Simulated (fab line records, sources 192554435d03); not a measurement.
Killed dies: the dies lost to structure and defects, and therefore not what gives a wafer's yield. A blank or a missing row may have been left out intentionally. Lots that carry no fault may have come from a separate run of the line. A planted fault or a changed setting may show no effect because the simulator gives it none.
One fault through the eyes of 3 desks    flow n5-finfet    what lay behind the numbers comes last; until then each desk has only its own

THE DEFECT DESK
Per lot, the means of the sampled wafers with a number show what the inspections along the route counted. Marked OUT: a lot whose mean sits more than 4 standard deviations from the usual mean, which makes it out of limits; the brackets give that distance.
Columns: A = raw-defect-count at N5_BEOL_M5_INSPECT_13, usual 393
lot   first seen here  A
L771  day 8 01:17      371
L773  day 9 00:03      337
L772  day 9 11:21      336
L774  day 9 17:55      494
L776  day 10 14:56     364
L777  day 10 18:53     523
L779  day 10 23:11     409
L785  day 12 14:36     352
L788  day 13 01:22     346
L790  day 13 13:57     276
L791  day 14 07:50     434
L793  day 14 09:46     422
This desk's finding: nothing out of limits on any of the 12 lots.

FOR THE TOOL OWNER'S DESK: litho-track-05
The tool's own readings at N5_BEOL_M5_COAT_74 (time 60 s, resist thk 5 nm): means of the sampled wafers that have a number, for each lot that ran on this tool. Marked OUT: a lot whose mean sits more than 4 standard deviations from the usual mean, which makes it out of limits; the brackets give that distance.
Columns: A = spin-speed-rpm at N5_BEOL_M5_COAT_74, usual 1500.1 rpm
lot   first seen here  A
L771  day 8 08:43      1500.6
L774  day 9 19:37      1498.2
L777  day 10 21:38     1499.4
L785  day 12 15:37     1382.7 (-99 or more) OUT
L788  day 13 03:09     1383.9 (-99 or more) OUT
Finding of this desk: L785, L788 out of limits; the first was L785 at day 12 15:37, on spin-speed-rpm at N5_BEOL_M5_COAT_74. L771, L774, L777 stayed within limits.

FROM THE METROLOGY DESK
What the gauges read, lot by lot, whatever tool the lot ran on: means of the sampled wafers that have a number. Marked OUT: a lot whose mean sits more than 4 standard deviations from the usual mean, which makes it out of limits; the brackets give that distance.
Columns: A = M5_ILD_THK at N5_BEOL_M5_THK_MEAS_01, usual 120.9 nm
lot   first seen here  A
L771  day 8 00:04      123.4
L773  day 8 22:49      123.5
L772  day 9 10:19      121.8
L774  day 9 16:17      122.0
L776  day 10 11:46     120.3
L777  day 10 18:07     121.3
L779  day 10 21:37     119.9
L785  day 12 12:42     118.8
L788  day 13 00:07     120.5
L790  day 13 12:15     121.0
L791  day 14 06:10     119.9
L793  day 14 09:04     118.7
This desk's finding: nothing out of limits on any of the 12 lots.

TAKEN TOGETHER
An alarm could have come from the tool owner's desk at day 12 15:37, on L785, L788.
Nothing out of limits was seen by the defect desk.
From the metrology desk's view, nothing was out of limits.
The defect desk has L785, L788 on record, within its limits.
The metrology desk has L785, L788 on record, within its limits.
The lots listed all ran N5_BEOL_M5_COAT_74 on litho-track-05.

WHAT HAD BEEN PUT IN BY THE SIMULATOR
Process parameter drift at N5_BEOL_M5_COAT_74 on litho-track-05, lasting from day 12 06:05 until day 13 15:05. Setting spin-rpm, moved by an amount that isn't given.
Lots struck among those shown: L785, L788.
How many hours passed from the start of the fault until each desk's first out-of-limits reading: the tool owner's desk, 10.
